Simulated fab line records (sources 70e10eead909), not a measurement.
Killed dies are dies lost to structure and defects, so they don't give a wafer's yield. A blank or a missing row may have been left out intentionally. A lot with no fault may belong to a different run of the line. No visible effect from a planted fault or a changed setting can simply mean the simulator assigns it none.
Struck lot and sound lot, side by side :: flow nandHarc :: 15 out of 1302 route steps
Sound: the wafers L336.2, L336.4, L336.6. Struck: wafer L346.6 (left out: L346.1, L346.5 of the same lot, which were not struck); the cause appears at the end.
For every step that has rows: the tool of each side, followed by ch and its chambers, followed by its first start. Under that, the readings that differ: sound wafers :: struck wafers :: difference of the means :: sigmas: that difference in standard deviations of wafers without a fault.
alike: same words and numbers on both sides, and readings whose means sit less than 2 such deviations apart. not compared: any withheld reading, any reading some wafer has no value for, any bound like >300 that may hide the same value, and any number with overlapping values for which the record gives no deviation.
Wherever a step has rows on one side only, a row that says differs or no value, or a row with sigmas, the two part there. Numbers that don't overlap but have no deviation are shown without sigmas and don't part them. A reading that every wafer of one side lacks parts them only if that side has two wafers or more.

first, 2 steps without rows for these wafers: NHARC_A_CONTACT_ETCH_112 (etches the open film in C4F8/O2/Ar, time 190 s, target depth 1850 nm); NHARC_A_CONTACT_ETCH_113 (etches the open film in C4F8/O2/Ar, time 190 s, target depth 1850 nm).
NHARC_A_CONTACT_ETCH_114: etches the open film in C4F8/O2/Ar, time 190 s, target depth 1850 nm.
  sound on harCapEtch-03 ch 0,1, day 24 04:21; struck on harCapEtch-01 ch 0, day 28 19:15
  not compared: rfHoursCounterH
then, 5 steps without rows for these wafers: NHARC_A_CONTACT_ETCH_115 (etches the open film in C4F8/O2/Ar, time 190 s, target depth 1850 nm); NHARC_A_CONTACT_ETCH_116 (etches the open film in C4F8/O2/Ar, time 190 s, target depth 1850 nm); NHARC_A_CONTACT_ETCH_117 (etches the open film in C4F8/O2/Ar, time 190 s, target depth 1850 nm); NHARC_A_CONTACT_ETCH_118 (etches the open film in C4F8/O2/Ar, time 190 s, target depth 1850 nm); NHARC_A_CONTACT_ETCH_119 (etches the open film in C4F8/O2/Ar, time 190 s, target depth 1850 nm).
NHARC_A_CONTACT_ETCH_120: etches the open film in C4F8/O2/Ar, time 190 s, target depth 1850 nm.
  sound on harCapEtch-03 ch 0,1, day 24 05:23; struck on harCapEtch-01 ch 0, day 28 20:16
  not compared: rfHoursCounterH
then, 1 step without rows for these wafers: NHARC_A_CONTACT_ETCH_121 (etches the open film in C4F8/O2/Ar, time 190 s, target depth 1850 nm).
NHARC_A_CONTACT_ETCH_122: etches the open film in C4F8/O2/Ar, time 190 s, target depth 1850 nm.
  sound on harCapEtch-03 ch 0,1, day 24 05:43; struck on harCapEtch-01 ch 0, day 28 20:37
  not compared: rfHoursCounterH
NHARC_A_CONTACT_ETCH_123: etches the open film in C4F8/O2/Ar, time 490 s, target depth 2110 nm.
  sound on harCapEtch-03 ch 0,1, day 24 05:53; struck on harCapEtch-01 ch 0, day 28 20:50
  not compared: rfHoursCounterH
NHARC_A_CONTACT_ETCH_90: etches the open film in CH3F/O2, target depth 40 nm, time 85.7 s.
  sound on rieDiel-11 ch 0,1,2, day 24 06:53; struck on rieDiel-11 ch 0, day 28 21:45
reading: oesProductAu (a.u.)
sound: 1.01 1.02 1.00
struck: 0.71
difference: -0.30
sigmas: -9
  alike: drypumpMotorCurrentA, rfVppV, showerheadPlenumPTorr, throttleValvePct
  not compared: rfHoursCounterH
NHARC_A_CONTACT_ETCH_96: etches the open film in C4F6/O2, target depth 20 nm, time 10 s.
  sound on rieDiel-11 ch 0,1; struck on rieDiel-11 ch 2, day 28 21:54
reading: drypumpMotorCurrentA (A)
sound: 6.3 5.6 6.3
struck: 5.1
difference: -1.0
sigmas: -2
  alike: oesProductAu, rfVppV, showerheadPlenumPTorr, throttleValvePct
  not compared: rfHoursCounterH
-- break in the record here, with 3 days between the starts of the struck wafers on either side (left off in module A_CONTACT, picked up again in module END, where the first step shown is number 1302 on the route) --
NHARC_END_SORT_01:
  sound on prober-01 ch 0, day 27 05:16; struck on prober-02 ch 0, day 31 16:46
reading: hold
sound: - - -
struck: awaitDispo/3.7h/release
difference: no value on the sound wafers
sigmas: 

reading: killedAtArray
sound: 103 112 89
struck: 332
difference: +231
sigmas: +10

reading: killedAtOther
sound: 6 0 4
struck: 0
difference: -3
sigmas: -2

reading: killedDies
sound: 111 114 94
struck: 337
difference: +231
sigmas: +10
  alike: killedAtPeriphery, killedOpen, killedShort

WHERE THEY PART
Earliest at NHARC_A_CONTACT_ETCH_90; latest, in this record, at NHARC_END_SORT_01.

WHY: what had been put in by the simulator
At NHARC_A_CONTACT_ETCH_90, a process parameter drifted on rieDiel-11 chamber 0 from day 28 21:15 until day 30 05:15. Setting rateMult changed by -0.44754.
